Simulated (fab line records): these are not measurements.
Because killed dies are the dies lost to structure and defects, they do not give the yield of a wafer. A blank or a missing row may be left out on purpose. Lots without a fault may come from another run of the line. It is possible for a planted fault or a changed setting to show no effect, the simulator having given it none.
Chamber matching :: flow n5-finfet :: N5_BEOL_M9_PECVD_70 on pecvd-04 has 3 sister chambers
The step deposits SiO2 from TEOS/O2, target thk 20 nm, time 22.7 s. 14 wafers are shown with their chamber, then 7 later ones without.

WAFERS PAIRED WITH THEIR CHAMBERS
wafer: L074.3
chamber: 0
throttle-valve-pct (%): 22.3
showerhead-vpp-V (V): 1248
heater-power-w (W): 772

wafer: L074.4
chamber: 0
throttle-valve-pct (%): 22.2
showerhead-vpp-V (V): 1233
heater-power-w (W): 757

wafer: L074.5
chamber: 2
throttle-valve-pct (%): 21.1
showerhead-vpp-V (V): 1344
heater-power-w (W): 773

wafer: L081.2
chamber: 2
throttle-valve-pct (%): 21.3
showerhead-vpp-V (V): 1327
heater-power-w (W): 777

wafer: L081.3
chamber: 1
throttle-valve-pct (%): 23.4
showerhead-vpp-V (V): 1253
heater-power-w (W): 587

wafer: L081.4
chamber: 0
throttle-valve-pct (%): 22.1
showerhead-vpp-V (V): 1261
heater-power-w (W): 780

wafer: L082.2
chamber: 1
throttle-valve-pct (%): 23.6
showerhead-vpp-V (V): 1242
heater-power-w (W): 676

wafer: L082.3
chamber: 2
throttle-valve-pct (%): 20.9
showerhead-vpp-V (V): 1314
heater-power-w (W): 744

wafer: L082.6
chamber: 2
throttle-valve-pct (%): 21.0
showerhead-vpp-V (V): 1318
heater-power-w (W): 745

wafer: L085.2
chamber: 1
throttle-valve-pct (%): 23.6
showerhead-vpp-V (V): 1232
heater-power-w (W): 598

wafer: L085.3
chamber: 2
throttle-valve-pct (%): 21.2
showerhead-vpp-V (V): 1324
heater-power-w (W): 677

wafer: L085.6
chamber: 2
throttle-valve-pct (%): 21.5
showerhead-vpp-V (V): 1338
heater-power-w (W): 688

wafer: L086.1
chamber: 2
throttle-valve-pct (%): 21.4
showerhead-vpp-V (V): 1336
heater-power-w (W): 785

wafer: L086.3
chamber: 0
throttle-valve-pct (%): 22.3
showerhead-vpp-V (V): 1244
heater-power-w (W): 800

SIGNATURES, as means of the wafers listed above
reading: throttle-valve-pct
chamber 0: 22.225
chamber 1: 23.533
chamber 2: 21.200
scatter within a chamber: 0.174

reading: showerhead-vpp-V
chamber 0: 1246.50
chamber 1: 1242.33
chamber 2: 1328.71
scatter within a chamber: 11.1

reading: heater-power-w
chamber 0: 777.25
chamber 1: 620.33
chamber 2: 741.29
scatter within a chamber: 39.1
Rule: distance of a wafer from a chamber = root of the sum over the readings of ((wafer's reading minus chamber's mean) / reading's scatter) squared. The wafer belongs to the nearest chamber; if the next one is less than 2 further off, it can't be placed. The scatter is the square root of a quotient: the sum, over the shown wafers, of each reading's squared deviation from its chamber's mean, divided by wafers minus chambers.

WAFERS MISSING THEIR CHAMBER
wafer: L086.4
throttle-valve-pct (%): 21.1
showerhead-vpp-V (V): 1320
heater-power-w (W): 791

wafer: L092.2
throttle-valve-pct (%): 22.4
showerhead-vpp-V (V): 1248
heater-power-w (W): 854

wafer: L092.4
throttle-valve-pct (%): 21.4
showerhead-vpp-V (V): 1314
heater-power-w (W): 773

wafer: L092.5
throttle-valve-pct (%): 22.5
showerhead-vpp-V (V): 1237
heater-power-w (W): 865

wafer: L097.2
throttle-valve-pct (%): 22.4
showerhead-vpp-V (V): 1247
heater-power-w (W): 864

wafer: L097.5
throttle-valve-pct (%): 23.6
showerhead-vpp-V (V): 1255
heater-power-w (W): 600

wafer: L097.6
throttle-valve-pct (%): 22.0
showerhead-vpp-V (V): 1237
heater-power-w (W): 846

WHICH CHAMBER EACH ONE RAN IN
wafer: L086.4
from the rows above: 2
in truth: 2

wafer: L092.2
from the rows above: 0
in truth: 0

wafer: L092.4
from the rows above: 2
in truth: 2

wafer: L092.5
from the rows above: 0
in truth: 0

wafer: L097.2
from the rows above: 0
in truth: 0

wafer: L097.5
from the rows above: 1
in truth: 1

wafer: L097.6
from the rows above: 0
in truth: 0
Correct placement for 7 of the 7. Not placeable from these rows: 0. Wrongly placed: 0.
